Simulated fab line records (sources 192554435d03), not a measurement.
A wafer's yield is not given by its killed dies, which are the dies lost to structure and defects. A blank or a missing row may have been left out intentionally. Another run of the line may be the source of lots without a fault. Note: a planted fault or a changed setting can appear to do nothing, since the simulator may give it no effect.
Chamber matching	flow n5 finfet	N5_BEOL_M3_ETCH_74 on rie diel-04 has 4 sister chambers
The step etches underlayer in N2/H2, target depth 6.5 nm, time 5.2 s. 4 wafers are shown with their chamber, then 9 later ones without.

== WAFERS WITH THEIR CHAMBER ==
wafer	chamber	showerhead plenum p Torr (Torr)
L084.1	3	2.40
L086.1	1	2.61
L086.2	2	2.71
L086.4	0	2.48

== WAFERS WITHOUT THEIR CHAMBER ==
wafer	showerhead plenum p Torr (Torr)
L087.1	2.48
L087.5	2.40
L087.6	2.48
L089.2	2.48
L089.5	2.39
L089.6	2.48
L095.1	2.60
L095.2	2.48
L095.6	2.48

== EACH ONE'S CHAMBER ==
wafer	from the rows above	in truth
L087.1	0	0
L087.5	3	3
L087.6	0	0
L089.2	0	0
L089.5	3	3
L089.6	0	0
L095.1	1	1
L095.2	0	0
L095.6	0	0
Correct placement for 9 of the 9. Left unplaced by these rows: 0. Number placed wrongly: 0.
How it was worked out, from the rows above alone: a wafer's distance from a chamber is the root of the sum, over the readings, of the square of ((its reading less the chamber's mean) divided by the reading's scatter). The wafer belongs to the nearest chamber; if the next one is less than 2 further off, it can't be placed. For every chamber, the mean is computed from those of its wafers that are shown. The scatter: with one shown wafer a chamber, the root of the mean of the squares of how far each hidden wafer lies from its nearest shown one.
